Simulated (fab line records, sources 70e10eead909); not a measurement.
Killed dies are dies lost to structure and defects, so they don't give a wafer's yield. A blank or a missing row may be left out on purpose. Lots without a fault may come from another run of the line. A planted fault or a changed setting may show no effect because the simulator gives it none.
Which tool did it? | flow nand_harc | 13 lots, 37 wafers sampled, at 5 steps of a route of 1302

WHAT THE GAUGES READ, wafer by wafer
NHARC_END_SORT_01. Usual: killed_at_array 56, standard deviation 20; killed_at_other 1, standard deviation 1.3; killed_at_periphery 3.5, standard deviation 2.7; killed_dies 60, standard deviation 20; killed_open 3.3, standard deviation 1.6; killed_short 2.4, standard deviation 1.5.
lot  | measured     | on        | killed_at_array | killed_at_other | killed_at_periphery | killed_dies | killed_open | killed_short | flag
L280 | day 28 07:12 | prober-01 | 671 40 62       | 0 0 0           | 1 1 3               | 672 41 65   | 2 1 4       | 3 3 4        | OFF
L279 | day 28 10:29 | prober-02 | 652 42          | 5 0             | 6 2                 | 663 44      | 5 4         | 2 2          | OFF
L281 | day 29 08:47 | prober-02 | 674 45          | 0 1             | 1 5                 | 675 51      | 3 6         | 2 6          | OFF
L286 | day 31 01:58 | prober-01 | 53 44 45        | 1 0 2           | 1 1 4               | 55 45 51    | 3 2 2       | 2 5 3        |

WHICH TOOL RAN EACH LOT (tool, then ch and the chambers of the sampled wafers, then the start)
lot  | NHARC_A_STAIRCASE_TRIM_222         | NHARC_A_STAIRCASE_ETCH_223                    | NHARC_A_STAIRCASE_TRIM_229         | NHARC_A_STAIRCASE_ETCH_230
L271 | rie_diel-04 ch 2,3, day 17 01:41   | rie_diel-04 ch 0,3, day 17 02:52 or earlier   | rie_diel-09 ch 1,2,3, day 17 02:52 | rie_diel-09 ch 2,3, no start
L275 | rie_diel-01 ch 1,2,3, day 18 03:15 | rie_diel-01 ch 0,1,3, day 18 04:10 or earlier | rie_diel-01 ch 0,1,2, day 18 04:10 | rie_diel-01 ch 0,1,3, no start
L276 | rie_diel-09 ch 0,1,3, day 18 23:56 | rie_diel-09 ch 0,1,2, day 19 00:43 or earlier | rie_diel-09 ch 0,1,3, day 19 00:43 | rie_diel-09 ch 0,1,3, no start
L277 | rie_diel-01 ch 0,2,3, day 19 04:58 | rie_diel-01 ch 1,2,3, day 19 05:45 or earlier | rie_diel-09 ch 2,3, day 19 05:45   | rie_diel-09 ch 1,3, no start
L278 | rie_diel-09 ch 0,1,3, day 19 14:22 | rie_diel-09 ch 0,1, day 19 15:08 or earlier   | rie_diel-01 ch 0,2, day 19 15:08   | rie_diel-01 ch 0,2,3, no start
L280 | rie_diel-09 ch 0,1,2, day 20 12:25 | rie_diel-09 ch 0,2,3, day 20 13:19 or earlier | rie_diel-01 ch 0,2,3, day 20 13:19 | rie_diel-01 ch 0,2,3, day 28 07:12 or earlier
L279 | rie_diel-09 ch 1,2, day 20 12:50   | rie_diel-09 ch 0,1, day 20 13:42 or earlier   | rie_diel-09 ch 0,1, day 20 13:42   | rie_diel-09 ch 2,3, day 28 10:29 or earlier
L281 | rie_diel-09 ch 0,3, day 20 18:49   | rie_diel-09 ch 0,1, day 20 19:40 or earlier   | rie_diel-09 ch 0,1, day 20 19:40   | rie_diel-09 ch 0,1, day 29 08:47 or earlier
L286 | rie_diel-01 ch 1,2,3, day 22 16:37 | rie_diel-01 ch 0,1,3, day 22 17:33 or earlier | rie_diel-09 ch 0,3, day 22 17:33   | rie_diel-09 ch 1,3, day 31 01:58 or earlier
L288 | rie_diel-01 ch 2,3, day 24 04:05   | rie_diel-01 ch 0,1,2, day 24 04:57 or earlier | rie_diel-09 ch 1,3, day 24 04:57   | rie_diel-09 ch 0,3, no start
L290 | rie_diel-09 ch 0,1,3, day 24 22:53 | rie_diel-09 ch 2,3, day 24 23:47 or earlier   | rie_diel-09 ch 1,2,3, day 24 23:47 | rie_diel-09 ch 1,2, no start
L291 | rie_diel-04 ch 0,3, day 25 01:47   | rie_diel-04 ch 0,3, day 25 02:50 or earlier   | rie_diel-01 ch 0,1,2, day 25 02:50 | rie_diel-01 ch 0,1, no start
L292 | rie_diel-09 ch 1,2,3, day 25 03:15 | rie_diel-09 ch 0,1, day 25 04:33 or earlier   | rie_diel-01 ch 1,2, day 25 04:33   | rie_diel-01 ch 0,1, no start
- NHARC_A_STAIRCASE_TRIM_222: chemistry O2, time 211.2 s.
- NHARC_A_STAIRCASE_ETCH_223: etches the open film in C4F8/O2, target depth 100 nm, time 40.5 s.
- NHARC_A_STAIRCASE_TRIM_229: chemistry O2, time 211.2 s.
- NHARC_A_STAIRCASE_ETCH_230: etches the open film in C4F8/O2, target depth 100 nm, time 40.5 s.

WHAT THE TOOLS THEMSELVES READ (means of the sampled wafers that have a number; where no wafer has one, the mark that the record gives instead)
NHARC_A_STAIRCASE_TRIM_222. Usual: drypump_motor_current_A 5.6 A, standard deviation 0.38; oes_product_au 1.002 a.u., standard deviation 0.0084; rf_vpp_V 57.7 V, standard deviation 0.91; showerhead_plenum_p_Torr 3.51 Torr, standard deviation 0.15; throttle_valve_pct 17.038 %, standard deviation 0.0097.
lot  | tool        | drypump_motor_current_A (A) | oes_product_au (a.u.) | rf_vpp_V (V) | showerhead_plenum_p_Torr (Torr) | throttle_valve_pct (%) | flag
L271 | rie_diel-04 | 6.0                         | 0.994                 | 58.7         | 3.73                            | 17.028                 |
L275 | rie_diel-01 | 5.7                         | 0.996                 | 57.1         | 3.43                            | 17.037                 |
L276 | rie_diel-09 | 5.3                         | 1.003                 | 57.7         | 3.60                            | 17.037                 |
L277 | rie_diel-01 | 6.0                         | 0.997                 | 57.9         | 3.41                            | 17.043                 |
L278 | rie_diel-09 | 5.3                         | 1.003                 | 57.7         | 3.60                            | 17.047                 |
L280 | rie_diel-09 | 5.4                         | 1.074                 | 58.7         | 3.51                            | 17.036                 | OFF
L279 | rie_diel-09 | 5.5                         | 1.120                 | 58.0         | 3.53                            | 17.037                 | OFF
L281 | rie_diel-09 | 5.2                         | 1.108                 | 57.5         | 3.55                            | 17.041                 | OFF
L286 | rie_diel-01 | 5.8                         | 1.000                 | 58.6         | 3.41                            | 17.025                 |
L288 | rie_diel-01 | 5.9                         | 0.989                 | 57.9         | 3.49                            | 17.043                 |
L290 | rie_diel-09 | 5.3                         | 1.000                 | 58.3         | 3.57                            | 17.039                 |
L291 | rie_diel-04 | 5.7                         | 0.999                 | 57.2         | 3.54                            | 17.045                 |
L292 | rie_diel-09 | 5.4                         | 1.015                 | 57.8         | 3.55                            | 17.040                 |

NHARC_A_STAIRCASE_ETCH_223. Usual: oes_product_au 0.944 a.u., standard deviation 0.01; rf_vpp_V 895 V, standard deviation 5.4.
lot  | tool        | oes_product_au (a.u.) | rf_vpp_V (V) | flag
L271 | rie_diel-04 | 0.931                 | 901          |
L275 | rie_diel-01 | 0.944                 | 888          |
L276 | rie_diel-09 | 0.955                 | 896          |
L277 | rie_diel-01 | 0.944                 | 892          |
L278 | rie_diel-09 | 0.952                 | 896          |
L280 | rie_diel-09 | 0.943                 | 895          |
L279 | rie_diel-09 | 0.936                 | 897          |
L281 | rie_diel-09 | 0.956                 | 897          |
L286 | rie_diel-01 | 0.930                 | 888          |
L288 | rie_diel-01 | 0.939                 | 891          |
L290 | rie_diel-09 | 0.948                 | 894          |
L291 | rie_diel-04 | 0.933                 | 896          |
L292 | rie_diel-09 | 0.950                 | 895          |

NHARC_A_STAIRCASE_TRIM_229. Usual: drypump_motor_current_A 5.6 A, standard deviation 0.4; oes_product_au 1.000 a.u., standard deviation 0.0099; rf_vpp_V 57.8 V, standard deviation 0.89; showerhead_plenum_p_Torr 3.50 Torr, standard deviation 0.15; throttle_valve_pct 17.037 %, standard deviation 0.0092.
lot  | tool        | drypump_motor_current_A (A) | oes_product_au (a.u.) | rf_vpp_V (V) | showerhead_plenum_p_Torr (Torr) | throttle_valve_pct (%) | flag
L271 | rie_diel-09 | 5.4                         | 1.003                 | 58.4         | 3.58                            | 17.036                 |
L275 | rie_diel-01 | 5.5                         | 0.998                 | 57.3         | 3.41                            | 17.033                 |
L276 | rie_diel-09 | 5.3                         | 1.008                 | 57.5         | 3.60                            | 17.041                 |
L277 | rie_diel-09 | 5.5                         | 1.013                 | 57.7         | 3.49                            | 17.022                 |
L278 | rie_diel-01 | 5.7                         | 0.995                 | 56.8         | 3.39                            | 17.043                 |
L280 | rie_diel-01 | 6.0                         | 1.003                 | 57.8         | 3.41                            | 17.033                 |
L279 | rie_diel-09 | 5.3                         | 1.007                 | 57.9         | 3.56                            | 17.038                 |
L281 | rie_diel-09 | 5.3                         | 1.004                 | 59.3         | 3.56                            | 17.032                 |
L286 | rie_diel-09 | 5.3                         | 1.007                 | 58.2         | 3.58                            | 17.037                 |
L288 | rie_diel-09 | 5.3                         | 1.006                 | 58.7         | 3.64                            | 17.022                 |
L290 | rie_diel-09 | 5.4                         | 1.000                 | 57.5         | 3.55                            | 17.026                 |
L291 | rie_diel-01 | 5.5                         | 0.990                 | 58.3         | 3.55                            | 17.036                 |
L292 | rie_diel-01 | 5.3                         | 0.994                 | 56.9         | 3.38                            | 17.036                 |

NHARC_A_STAIRCASE_ETCH_230. Usual: oes_product_au 0.950 a.u., standard deviation 0.015; rf_vpp_V 895 V, standard deviation 5.7.
lot  | tool        | oes_product_au (a.u.) | rf_vpp_V (V) | flag
L271 | rie_diel-09 | 0.965                 | 895          |
L275 | rie_diel-01 | 0.952                 | 889          |
L276 | rie_diel-09 | 0.949                 | 897          |
L277 | rie_diel-09 | 0.976                 | 902          |
L278 | rie_diel-01 | 0.971                 | 892          |
L280 | rie_diel-01 | 0.945                 | 892          |
L279 | rie_diel-09 | 0.963                 | 896          |
L281 | rie_diel-09 | 0.935                 | 897          |
L286 | rie_diel-09 | 0.948                 | 901          |
L288 | rie_diel-09 | 0.921                 | 898          |
L290 | rie_diel-09 | 0.942                 | 895          |
L291 | rie_diel-01 | 0.940                 | 893          |
L292 | rie_diel-01 | 0.966                 | 893          |

THE ANSWER, worked out from the rows above alone
Rule: a lot is off if the mean of its wafers that have a number lies more than 3 standard deviations from the usual mean. A lot without any number at a reading at which 4 lots or more have one is off too. The other lots that the step has rows for count as sound. The gauges are gone through in route order, then the tools' own readings, and for those a lot's mean is taken as printed above. The first step at which some lot is off is used, and at that step the reading that is off furthest; a lot without a number counts as furthest.
Off: L280, L279, L281, at NHARC_END_SORT_01 (killed_at_array). Neither off nor sound, because the step has no rows for them: L271, L275, L276, L277, L278, L288, L290, L291, L292.
A tool fits if, at a process step before that reading, it ran every lot that is off, and no sound lot after the first of them. The gauges at NHARC_END_SORT_01 aren't tried: what is off there is off at NHARC_A_STAIRCASE_TRIM_222 too, on other tools, and a gauge's error can't cause that. NHARC_A_STAIRCASE_ETCH_223 gives no start for some lots, so the hours and the order of its lots are those of NHARC_A_STAIRCASE_TRIM_229. NHARC_A_STAIRCASE_ETCH_230 gives no start for some lots, so the hours and the order of its lots are those of NHARC_END_SORT_01. One fits: rie_diel-09 at NHARC_A_STAIRCASE_TRIM_222 and NHARC_A_STAIRCASE_ETCH_223. It ran no sound lot before its first lot that is off in this sample, so the start can't be narrowed down.

WHAT THE SIMULATOR HAD PUT IN
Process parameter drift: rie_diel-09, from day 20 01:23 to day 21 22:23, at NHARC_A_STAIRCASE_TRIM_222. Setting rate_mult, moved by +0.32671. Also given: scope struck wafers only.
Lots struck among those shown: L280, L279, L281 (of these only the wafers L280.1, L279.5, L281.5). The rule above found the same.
